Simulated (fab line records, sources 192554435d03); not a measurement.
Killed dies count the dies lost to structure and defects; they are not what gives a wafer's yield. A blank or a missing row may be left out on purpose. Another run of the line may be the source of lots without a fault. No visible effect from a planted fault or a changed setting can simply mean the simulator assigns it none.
Which tool was responsible? -- flow n5_finfet -- Sampling: 24 lots, 72 wafers, 6 of 1938 route steps

== WHAT THE GAUGES READ, wafer by wafer ==
N5_SPACER0_INSPECT_04: inspects for defects (darkfield). Usual: raw_defect_count 138, standard deviation 32.
lot,measured,on,raw_defect_count,flag
L074,day 3 06:21,defect_inspect-01,135 88 123,
L075,day 3 06:53,defect_inspect-01,98 121 146,
L076,day 3 15:59,defect_inspect-02,108 107 119,
L077,day 3 22:22,defect_inspect-01,165 113 119,
L078,day 4 07:34,defect_inspect-02,168 138 160,
L079,day 4 08:53,defect_inspect-01,133 170 178,
L080,day 4 20:56,defect_inspect-01,150 117 127,
L081,day 4 17:01,defect_inspect-02,223 194 193,
L082,day 5 02:58,defect_inspect-01,167 226 169,
L083,day 5 09:31,defect_inspect-01,131 102 149,
L084,day 5 14:46,defect_inspect-02,173 134 116,
L085,day 5 20:29,defect_inspect-02,126 118 152,
L086,day 6 00:46,defect_inspect-01,116 147 145,
L087,day 6 09:05,defect_inspect-01,157 94 121,
L088,day 6 15:15,defect_inspect-02,140 133 134,
L089,day 6 18:17,defect_inspect-01,120 141 167,
L090,day 7 01:29,defect_inspect-02,168 162 107,
L091,day 7 09:23,defect_inspect-02,86 83 99,
L092,day 7 17:11,defect_inspect-01,167 116 136,
L093,day 7 19:52,defect_inspect-02,111 87 151,
L094,day 8 03:03,defect_inspect-02,105 174 192,
L095,day 8 06:23,defect_inspect-02,149 164 151,
L096,day 8 17:55,defect_inspect-02,138 112 95,
L097,day 8 20:41,defect_inspect-02,108 88 117,

== EACH LOT AND THE TOOL THAT RAN IT (in order: tool; ch and the chambers of the sampled wafers; start) ==
lot,N5_FIN_CUT_ETCH_21,N5_STI_FIN_REVEAL_OXIDATION_33,N5_DUMMY_GATE_TRIM_49,N5_DUMMY_GATE_STRIP_41,N5_DUMMY_GATE_ETCH_23
L074,"rie_diel-01 ch 1,2,3, day 2 04:48","plasma_asher-02 ch 0,1, day 2 15:41","rie_si-03 ch 0,2, day 3 04:35","rie_diel-01 ch 0,2, day 3 04:49","rie_si-01 ch 0,2, day 3 05:03"
L075,"rie_diel-03 ch 0,1,3, day 2 09:18","plasma_asher-01 ch 0,1, day 2 19:34","rie_si-05 ch 0,3, day 3 04:47","rie_diel-01 ch 0,1, day 3 05:08","rie_si-03 ch 0,2, day 3 05:23"
L076,"rie_diel-02 ch 0,2,3, day 2 15:47","plasma_asher-02 ch 0,1, day 3 02:00","rie_si-05 ch 1,2, day 3 14:28","rie_diel-01 ch 0,2, day 3 14:42","rie_si-01 ch 1,2,3, day 3 14:56"
L077,"rie_diel-02 ch 1,2, day 2 21:59","plasma_asher-01 ch 0,1, day 3 07:56","rie_si-03 ch 1,2, day 3 20:49","rie_diel-01 ch 1,2, day 3 21:04","rie_si-03 ch 0,2,3, day 3 21:18"
L078,"rie_diel-02 ch 0,2,3, day 3 05:29","plasma_asher-02 ch 0,1, day 3 16:42","rie_si-03 ch 0,2,3, day 4 05:49","rie_diel-02 ch 1,2,3, day 4 06:05","rie_si-03 ch 0,1,2, day 4 06:19"
L079,"rie_diel-02 ch 1,3, day 3 11:38","plasma_asher-02 ch 0,1, day 3 22:11","rie_si-03 ch 0,2,3, day 4 07:22","rie_diel-01 ch 2,3, day 4 07:36","rie_si-01 ch 2,3, day 4 07:50"
L080,"rie_diel-01 ch 1,3, day 3 16:35","plasma_asher-02 ch 0,1, day 4 01:52","rie_si-05 ch 0,2,3, day 4 17:32","rie_diel-03 ch 1,2,3, day 4 17:46","rie_si-01 ch 0,1,2, day 4 18:00"
L081,"rie_diel-03 ch 0,1,2, day 3 20:19","plasma_asher-01 ch 0, day 4 05:33","rie_si-05 ch 0,1,3, day 4 15:16","rie_diel-01 ch 0,2, day 4 15:43","rie_si-05 ch 0,1,2, day 4 15:57"
L082,"rie_diel-01 ch 1,2, day 4 03:58","plasma_asher-01 ch 0,1, day 4 13:19","rie_si-01 ch 0,3, day 5 01:10","rie_diel-02 ch 1,2,3, day 5 01:25","rie_si-05 ch 0,1,2, day 5 01:38"
L083,"rie_diel-03 ch 2,3, day 4 09:20","plasma_asher-02 ch 0,1, day 4 18:39","rie_si-05 ch 0,2,3, day 5 07:34","rie_diel-01 ch 1,2, day 5 07:49","rie_si-03 ch 0,1,2, day 5 08:03"
L084,"rie_diel-01 ch 0,2,3, day 4 16:04","plasma_asher-01 ch 0,1, day 5 03:07","rie_si-01 ch 0,3, day 5 12:22","rie_diel-02 ch 0,2, day 5 12:37","rie_si-05 ch 0,1,3, day 5 12:50"
L085,"rie_diel-02 ch 1,3, day 5 00:21","plasma_asher-02 ch 0,1, day 5 09:43","rie_si-03 ch 0,2, day 5 18:56","rie_diel-02 ch 0,2, day 5 19:11","rie_si-05 ch 0,1,3, day 5 19:25"
L086,"rie_diel-03 ch 0,1,2, day 5 03:44","plasma_asher-02 ch 0,1, day 5 13:10","rie_si-01 ch 0,2,3, day 5 23:11","rie_diel-01 ch 0,2,3, day 5 23:29","rie_si-01 ch 0,1,3, day 5 23:43"
L087,"rie_diel-02 ch 0,2, day 5 11:18","plasma_asher-01 ch 0,1, day 5 20:49","rie_si-01 ch 0,2,3, day 6 05:58","rie_diel-03 ch 1,3, day 6 06:14","rie_si-03 ch 1,3, day 6 06:28"
L088,"rie_diel-01 ch 1,2, day 5 18:14","plasma_asher-02 ch 0,1, day 6 04:02","rie_si-01 ch 0,1, day 6 13:18","rie_diel-02 ch 0,1,3, day 6 13:32","rie_si-05 ch 0,1, day 6 13:46"
L089,"rie_diel-01 ch 0,2,3, day 5 21:17","plasma_asher-01 ch 0,1, day 6 06:32","rie_si-05 ch 0,2, day 6 16:29","rie_diel-02 ch 1,3, day 6 16:50","rie_si-01 ch 0,1,2, day 6 17:04"
L090,"rie_diel-01 ch 0,2,3, day 6 04:26","plasma_asher-02 ch 0,1, day 6 13:53","rie_si-01 ch 1,2,3, day 6 23:56","rie_diel-01 ch 1,2,3, day 7 00:11","rie_si-03 ch 0,1,3, day 7 00:25"
L091,"rie_diel-02 ch 0,1,2, day 6 11:05","plasma_asher-02 ch 0,1, day 6 20:59","rie_si-03 ch 0,2,3, day 7 07:50","rie_diel-03 ch 0,3, day 7 08:05","rie_si-01 ch 0,1,2, day 7 08:19"
L092,"rie_diel-03 ch 0,1,3, day 6 16:55","plasma_asher-01 ch 0,1, day 7 02:47","rie_si-01 ch 0,1,3, day 7 15:38","rie_diel-02 ch 1,2,3, day 7 15:53","rie_si-03 ch 0,2,3, day 7 16:08"
L093,"rie_diel-03 ch 1,2,3, day 6 22:26","plasma_asher-01 ch 0,1, day 7 07:46","rie_si-03 ch 0,2,3, day 7 18:18","rie_diel-02 ch 0,1,3, day 7 18:34","rie_si-01 ch 1,2,3, day 7 18:48"
L094,"rie_diel-01 ch 0,1,3, day 7 03:34","plasma_asher-01 ch 0,1, day 7 13:34","rie_si-03 ch 0,2,3, day 8 01:31","rie_diel-01 ch 1,2,3, day 8 01:46","rie_si-01 ch 0,2,3, day 8 01:59"
L095,"rie_diel-01 ch 1,3, day 7 09:04","plasma_asher-02 ch 0,1, day 7 19:10","rie_si-01 ch 0,2,3, day 8 04:51","rie_diel-02 ch 0,1, day 8 05:05","rie_si-05 ch 0,3, day 8 05:20"
L096,"rie_diel-01 ch 0,2,3, day 7 17:02","plasma_asher-01 ch 0,1, day 8 02:41","rie_si-05 ch 0,3, day 8 16:23","rie_diel-01 ch 0,3, day 8 16:37","rie_si-03 ch 1,2, day 8 16:51"
L097,"rie_diel-03 ch 0,2,3, day 7 21:35","plasma_asher-02 ch 0,1, day 8 06:53","rie_si-05 ch 1,2,3, day 8 18:16","rie_diel-02 ch 0,2,3, day 8 18:30","rie_si-03 ch 2,3, day 8 18:44"
- N5_FIN_CUT_ETCH_21: etches SOC in N2/H2, target depth 219 nm, overetch 43.8 nm, time 523.5 s.
- N5_STI_FIN_REVEAL_OXIDATION_33: chemistry O2 PLASMA REMOTE, time 20 s.
- N5_DUMMY_GATE_TRIM_49: chemistry O2, time 29 s, target cd 14 nm.
- N5_DUMMY_GATE_STRIP_41: strips in O2.
- N5_DUMMY_GATE_ETCH_23: etches poly-Si in HBr/Cl2/O2, target depth 41 nm, time 22.3 s.

== AS READ BY THE TOOLS THEMSELVES (means over the sampled wafers that have a number; for cases with no such wafer, the mark the record gives instead) ==
N5_FIN_CUT_ETCH_21. Usual: drypump_motor_current_A 5.7 A, standard deviation 0.37; oes_product_au 0.70 a.u., standard deviation 0.048; rf_vpp_V 240.5 V, standard deviation 1.3; showerhead_plenum_p_Torr 2.53 Torr, standard deviation 0.079; throttle_valve_pct 18.03 %, standard deviation 0.2.
lot,tool,drypump_motor_current_A (A),oes_product_au (a.u.),rf_vpp_V (V),showerhead_plenum_p_Torr (Torr),throttle_valve_pct (%),flag
L074,rie_diel-01,6.0,0.71,240.5,2.56,18.05,
L075,rie_diel-03,5.6,0.70,240.4,2.50,18.11,
L076,rie_diel-02,5.5,0.73,240.1,2.48,17.88,
L077,rie_diel-02,5.6,0.69,241.4,2.58,18.05,
L078,rie_diel-02,5.5,0.73,240.0,2.48,17.88,
L079,rie_diel-02,5.2,0.66,239.5,2.49,18.14,
L080,rie_diel-01,6.2,0.71,240.1,2.52,18.06,
L081,rie_diel-03,5.5,0.70,239.9,2.50,18.06,
L082,rie_diel-01,5.7,0.70,242.6,2.62,18.11,
L083,rie_diel-03,5.4,0.71,240.8,2.54,18.00,
L084,rie_diel-01,5.9,0.68,240.1,2.55,18.05,
L085,rie_diel-02,5.4,0.67,240.3,2.56,18.10,
L086,rie_diel-03,5.5,0.69,240.0,2.50,18.07,
L087,rie_diel-02,5.7,0.72,240.4,2.52,17.86,
L088,rie_diel-01,5.8,0.70,242.1,2.58,18.14,
L089,rie_diel-01,5.9,0.68,240.6,2.55,18.06,
L090,rie_diel-01,5.9,0.68,240.9,2.55,18.06,
L091,rie_diel-02,5.7,0.72,241.1,2.56,17.87,
L092,rie_diel-03,5.6,0.68,239.9,2.49,18.17,
L093,rie_diel-03,5.6,0.68,240.8,2.48,18.15,
L094,rie_diel-01,6.1,0.68,240.0,2.51,18.09,
L095,rie_diel-01,6.3,0.68,239.6,2.47,18.05,
L096,rie_diel-01,5.9,0.67,240.8,2.54,18.10,
L097,rie_diel-03,5.4,0.69,239.3,2.53,18.08,

N5_STI_FIN_REVEAL_OXIDATION_33. Usual: drypump_motor_current_A 5.42 A, standard deviation 0.11; heater_power_w 144 W, standard deviation 4.2.
lot,tool,drypump_motor_current_A (A),heater_power_w (W),flag
L074,plasma_asher-02,5.41,146,
L075,plasma_asher-01,5.39,139,
L076,plasma_asher-02,5.43,148,
L077,plasma_asher-01,5.37,140,
L078,plasma_asher-02,5.42,146,
L079,plasma_asher-02,5.42,144,
L080,plasma_asher-02,5.44,148,
L081,plasma_asher-01,5.60,147,
L082,plasma_asher-01,5.50,142,
L083,plasma_asher-02,5.41,147,
L084,plasma_asher-01,5.50,141,
L085,plasma_asher-02,5.41,145,
L086,plasma_asher-02,5.40,146,
L087,plasma_asher-01,5.50,141,
L088,plasma_asher-02,5.43,147,
L089,plasma_asher-01,5.48,143,
L090,plasma_asher-02,5.40,146,
L091,plasma_asher-02,5.41,148,
L092,plasma_asher-01,5.48,144,
L093,plasma_asher-01,5.48,144,
L094,plasma_asher-01,5.47,141,
L095,plasma_asher-02,5.43,146,
L096,plasma_asher-01,5.47,143,
L097,plasma_asher-02,5.41,148,

N5_DUMMY_GATE_TRIM_49. Usual: drypump_motor_current_A 5.8 A, standard deviation 0.47; oes_product_au 1.004 a.u., standard deviation 0.015; throttle_valve_pct 8.09 %, standard deviation 0.12.
lot,tool,drypump_motor_current_A (A),oes_product_au (a.u.),throttle_valve_pct (%),flag
L074,rie_si-03,5.8,0.998,8.14,
L075,rie_si-05,5.5,1.010,8.28,
L076,rie_si-05,5.7,1.017,7.99,
L077,rie_si-03,6.2,0.996,8.16,
L078,rie_si-03,5.9,0.995,8.11,
L079,rie_si-03,5.8,1.000,8.11,
L080,rie_si-05,5.7,1.009,8.16,
L081,rie_si-05,5.5,1.004,8.17,
L082,rie_si-01,6.0,1.005,8.00,
L083,rie_si-05,5.7,0.999,8.14,
L084,rie_si-01,6.0,1.003,8.00,
L085,rie_si-03,5.9,0.997,8.15,
L086,rie_si-01,6.2,1.007,8.05,
L087,rie_si-01,6.2,1.004,8.04,
L088,rie_si-01,5.6,1.015,8.04,
L089,rie_si-05,5.8,0.995,8.08,
L090,rie_si-01,6.1,1.007,8.03,
L091,rie_si-03,5.8,1.003,8.11,
L092,rie_si-01,5.9,1.003,7.98,
L093,rie_si-03,5.9,0.999,8.11,
L094,rie_si-03,5.8,0.999,8.12,
L095,rie_si-01,6.2,1.007,8.04,
L096,rie_si-05,5.5,0.996,8.27,
L097,rie_si-05,5.5,1.010,8.11,

N5_DUMMY_GATE_STRIP_41. Usual: drypump_motor_current_A 5.7 A, standard deviation 0.37; oes_product_au 0.77 a.u., standard deviation 0.068; rf_vpp_V 3.7 V, standard deviation 0.47; showerhead_plenum_p_Torr 2.10 Torr, standard deviation 0.072; throttle_valve_pct 16.83 %, standard deviation 0.22.
lot,tool,drypump_motor_current_A (A),oes_product_au (a.u.),rf_vpp_V (V),showerhead_plenum_p_Torr (Torr),throttle_valve_pct (%),flag
L074,rie_diel-01,5.6,0.75,3.6,2.14,16.93,
L075,rie_diel-01,5.9,0.76,3.6,2.11,16.90,
L076,rie_diel-01,5.6,0.75,3.7,2.14,16.94,
L077,rie_diel-01,5.9,0.77,3.6,2.12,16.90,
L078,rie_diel-02,5.4,0.73,3.5,2.09,16.97,
L079,rie_diel-01,6.2,0.77,4.0,2.06,16.76,
L080,rie_diel-03,5.6,0.76,3.7,2.07,17.03,
L081,rie_diel-01,5.7,0.76,3.6,2.14,16.95,
L082,rie_diel-02,5.4,0.73,3.7,2.08,16.97,
L083,rie_diel-01,5.7,0.75,3.7,2.15,16.96,
L084,rie_diel-02,5.7,0.84,3.6,2.06,16.48,
L085,rie_diel-02,5.7,0.83,4.3,2.06,16.48,
L086,rie_diel-01,5.9,0.74,3.5,2.09,16.88,
L087,rie_diel-03,5.6,0.73,3.7,2.06,17.10,
L088,rie_diel-02,5.4,0.87,3.5,2.17,16.65,
L089,rie_diel-02,5.4,0.83,3.8,2.21,16.85,
L090,rie_diel-01,6.0,0.74,3.6,2.08,16.88,
L091,rie_diel-03,5.4,0.75,4.1,2.10,17.03,
L092,rie_diel-02,5.4,0.81,4.2,2.17,16.85,
L093,rie_diel-02,5.5,0.85,3.8,2.16,16.67,
L094,rie_diel-01,6.0,0.75,3.8,2.08,16.89,
L095,rie_diel-02,5.7,0.82,3.5,2.10,16.52,
L096,rie_diel-01,6.2,0.73,3.8,2.03,16.81,
L097,rie_diel-02,5.5,0.83,3.4,2.12,16.67,

N5_DUMMY_GATE_ETCH_23. Usual: drypump_motor_current_A 5.9 A, standard deviation 0.48; mfc_cl2_sccm 79.98 sccm, standard deviation 0.24; oes_product_au 0.996 a.u., standard deviation 0.016; throttle_valve_pct 37.06 %, standard deviation 0.27.
lot,tool,drypump_motor_current_A (A),mfc_cl2_sccm (sccm),oes_product_au (a.u.),throttle_valve_pct (%),flag
L074,rie_si-01,5.9,80.16,1.010,37.01,
L075,rie_si-03,5.9,79.94,0.981,37.41,
L076,rie_si-01,6.1,80.23,1.009,36.99,
L077,rie_si-03,5.8,79.88,1.006,37.21,
L078,rie_si-03,6.0,79.92,0.999,37.17,
L079,rie_si-01,6.4,79.67,1.004,36.96,
L080,rie_si-01,5.8,79.84,1.010,37.14,
L081,rie_si-05,5.7,79.96,0.996,36.97,
L082,rie_si-05,5.7,80.16,0.987,36.97,
L083,rie_si-03,6.0,79.76,0.989,37.17,
L084,rie_si-05,5.5,80.11,1.002,37.11,
L085,rie_si-05,5.5,79.97,0.994,37.11,
L086,rie_si-01,5.9,79.88,1.008,36.91,
L087,rie_si-03,5.6,79.95,1.001,36.88,
L088,rie_si-05,5.5,80.05,0.989,36.97,
L089,rie_si-01,5.8,79.80,1.006,37.14,
L090,rie_si-03,5.6,80.01,1.003,37.06,
L091,rie_si-01,5.8,79.83,1.011,37.12,
L092,rie_si-03,5.9,79.95,0.984,37.22,
L093,rie_si-01,6.1,80.14,1.002,36.99,
L094,rie_si-01,6.2,79.96,0.999,36.88,
L095,rie_si-05,5.7,79.82,1.000,37.18,
L096,rie_si-03,6.2,79.86,0.966,36.97,
L097,rie_si-03,6.3,80.26,0.975,37.17,

== THE ANSWER, worked out from the rows above alone ==
Rule: take the mean of a lot's wafers that have a number; if it is more than 3 standard deviations from the usual mean, the lot is off. Also off: a lot with no number at a reading for which 4 or more lots have one. All remaining lots with rows at the step are treated as sound. First the gauges in route order, then the tools' own readings, where a lot's mean is used as printed above. At the first step where some lot is off, the reading lying furthest off is the one used; lots without a number count as furthest.
Nothing can be told from this: no lot is off at any reading shown.

== WHAT HAD BEEN PUT IN BY THE SIMULATOR ==
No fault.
